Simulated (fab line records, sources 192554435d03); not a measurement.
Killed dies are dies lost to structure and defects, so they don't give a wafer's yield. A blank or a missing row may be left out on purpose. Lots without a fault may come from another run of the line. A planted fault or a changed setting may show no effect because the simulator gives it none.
Chamber matching | flow n5_finfet | N5_BEOL_M2_ETCH_63 on rie_diel-06: 4 sister chambers
The step etches SiARC in CF4, target depth 15.6 nm, time 26 s. 4 wafers are shown with their chamber, then 8 later ones without.

WAFERS WITH THEIR CHAMBER
wafer  | chamber | drypump_motor_current_A (A)
L086.2 | 1       | 5.5
L086.4 | 0       | 4.9
L087.3 | 2       | 6.4
L090.3 | 3       | 5.7

WAFERS WITHOUT THEIR CHAMBER
wafer  | drypump_motor_current_A (A)
L090.4 | 5.7
L090.6 | 4.8
L093.1 | 5.7
L093.2 | 6.4
L093.6 | 6.4
L096.1 | 5.7
L096.2 | 5.6
L096.5 | 5.5

WHICH CHAMBER EACH WENT THROUGH
wafer  | from the rows above     | in truth
L090.4 | 3                       | 3
L090.6 | 0                       | 0
L093.1 | 3                       | 3
L093.2 | 2                       | 2
L093.6 | 2                       | 2
L096.1 | 3                       | 3
L096.2 | can't be placed: 1 or 3 | 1
L096.5 | 1                       | 1
Placed correctly: 7 of 8. Can't be placed from these rows: 1 (the true chamber is among the candidates in 1). Placed wrongly: 0.
How it was worked out, from the rows above alone: a wafer's distance from a chamber is the root of the sum, over the readings, of the square of ((its reading less the chamber's mean) divided by the reading's scatter). The wafer belongs to the nearest chamber; if the next one is less than 2 further off, it can't be placed. A chamber's mean is the mean of its shown wafers. The scatter: with one shown wafer a chamber, the root of the mean of the squares of how far each hidden wafer lies from its nearest shown one.
